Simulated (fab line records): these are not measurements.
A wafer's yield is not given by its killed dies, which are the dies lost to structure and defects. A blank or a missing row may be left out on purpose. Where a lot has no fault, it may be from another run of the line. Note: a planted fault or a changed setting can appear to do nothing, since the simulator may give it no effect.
A struck lot beside a sound one | flow n5 finfet | 19 out of 1938 route steps
Sound: these wafers, L957.3, L957.5, L957.6. Struck: wafer L971.6. (L971.2, L971.3 of the same lot were not struck and are left out.) The cause comes at the end.
At each step with rows: each side's tool, then ch and its chambers, then its first start. Under that, the readings that differ: sound wafers | struck wafers | difference of the means | sigmas: that difference in standard deviations of wafers without a fault.
alike: readings whose means differ by less than 2 such deviations, and words and numbers that are the same on both sides. not compared: withheld readings, readings that some wafer has no value for, bounds like >300 that may hide the same value, and numbers for which the record gives no deviation and whose values overlap.
The two part at a step that has a row with sigmas, a row that says differs or no value, or rows on one side only. Numbers that have no deviation but don't overlap get no sigmas and don't part them. Lack of a reading on every wafer of one side parts them only where that side has two or more wafers.

N5_BEOL_M0_SAQP_HM_DEP_02: deposits TiN, target thk 12 nm.
  sound on pvd sputter-01 at day 6 10:47; struck on pvd sputter-02 at day 9 22:00
  alike: chamber pressure pa, throttle valve pct
N5_BEOL_M0_SAQP_PECVD_03: deposits SiCN from 3MS/NH3, target thk 12 nm, time 21.1 s.
  sound on pecvd-01 ch 0,1, day 6 10:55; struck on pecvd-01 ch 2, day 9 22:07
  reading                | sound          | struck | difference | sigmas
  throttle valve pct (%) | 10.3 10.3 10.4 | 8.4    | -1.9       | -3
  alike: showerhead plenum p Torr
then, 1 step without rows for these wafers: N5_BEOL_M0_SAQP_PECVD_96 (deposits a-Si from SiH4/He, target thk 45 nm, time 45.2 s).
N5_BEOL_M0_SAQP_PECVD_97: deposits SiNx from SiH4/NH3/N2, target thk 23 nm, time 19.9 s.
  sound on pecvd-01 ch 0,1, day 6 10:59; struck on pecvd-01 ch 2, day 9 22:12
  reading                | sound          | struck | difference | sigmas
  throttle valve pct (%) | 45.8 44.4 45.7 | 37.5   | -7.8       | -3
  alike: heater power w, showerhead plenum p Torr
N5_BEOL_M0_SAQP_PECVD_04: deposits a-Si from SiH4/He, target thk 60 nm, time 60.2 s.
  sound on pecvd-01 ch 0,1, day 6 11:02; struck on pecvd-01 ch 2, day 9 22:14
  reading                | sound          | struck | difference | sigmas
  throttle valve pct (%) | 20.7 20.2 20.7 | 16.8   | -3.7       | -3
  alike: heater power w, showerhead plenum p Torr
N5_BEOL_M0_SAQP_THK_MEAS_05:
  sound on film metro-01 at day 6 11:08; struck on film metro-02 at day 9 22:20
  alike: thk nm
N5_BEOL_M0_SAQP_HM_DEP_111: deposits SiO2 from SiH4/N2O, target thk 12 nm, time 7.2 s.
  sound on pecvd-03 ch 1,2, day 6 11:10; struck on pecvd-03 ch 0, day 9 22:22
  alike: heater power w, showerhead plenum p Torr
then, 5 steps without rows for these wafers: N5_BEOL_M0_SAQP_COAT_81 (time 60 s, resist thk 100 nm); N5_BEOL_M0_SAQP_COAT_82 (time 60 s, resist thk 30 nm); N5_BEOL_M0_SAQP_COAT_08 (resist thk 90 nm); N5_BEOL_M0_SAQP_EBR_10; N5_BEOL_M0_SAQP_SOFTBAKE_09 (time 60 s).
N5_BEOL_M0_SAQP_EXPOSE_11: exposes mask M0 CORE, target cd 42 nm.
  sound on arfi scanner-02 ch 0, day 6 11:22; struck on arfi scanner-03 ch 0, day 9 22:42
  alike: mask, stage vel mm s
then, 2 steps without rows for these wafers: N5_BEOL_M0_SAQP_PEB_12 (peb time 60 s); N5_BEOL_M0_SAQP_DEVELOP_13 (develop time 30 s).
N5_BEOL_M0_SAQP_CD_MEAS_14 targets a cd of 42.5 nm.
  sound on cd sem-03 ch 0, day 6 11:29; struck on cd sem-03 ch 0, day 9 22:49
  reading    | sound          | struck | difference | sigmas
  cd nm (nm) | 42.3 43.3 42.5 | 38.9   | -3.8       | -9
N5_BEOL_M0_SAQP_OVL_MEAS_15:
  sound on overlay-02 ch 0, day 6 11:31; struck on overlay-02 ch 0, day 9 22:51
  alike: M0_CORE_OVL
-- a jump in the record: the struck wafers' starts before and after are 3 days apart (it breaks off in module BEOL_M0_SAQP and resumes in module BEOL_M4, where the first step shown is number 1111 of the route) --
N5_BEOL_M4_RC_MEAS_101:
  sound on prober-01 ch 0, day 9 05:45; struck on prober-01 ch 0, day 13 04:15
  alike: DIBL_N, DIBL_P, IOFF_N, IOFF_P, ION_N, ION_P, SS_N, SS_P, VT_N, VT_P
-- a jump in the record: the struck wafers' starts before and after are 4 days apart (it breaks off in module BEOL_M4 and resumes in module PASSIVATION, where the first step shown is number 1936 of the route) --
N5_PASSIVATION_PROBE_49:
  sound on prober-02 at day 13 14:54; struck on prober-02 at day 17 07:40
  alike: defect limited yield, killed_at_M0_to_M3, killed_at_M4_up, killed at contacts, killed at front end, killed at other, killed dies, killed open, killed short, sort_bin_5_function, sort_bin_6_memory, sort n pass, sort yield pct

WHERE THEY PART
Earliest at N5_BEOL_M0_SAQP_PECVD_03; latest, in this record, at N5_BEOL_M0_SAQP_CD_MEAS_14. Later steps at which nothing parts them and some readings are alike: N5_BEOL_M0_SAQP_OVL_MEAS_15, N5_BEOL_M4_RC_MEAS_101, N5_PASSIVATION_PROBE_49.

WHY: the cause the simulator had injected
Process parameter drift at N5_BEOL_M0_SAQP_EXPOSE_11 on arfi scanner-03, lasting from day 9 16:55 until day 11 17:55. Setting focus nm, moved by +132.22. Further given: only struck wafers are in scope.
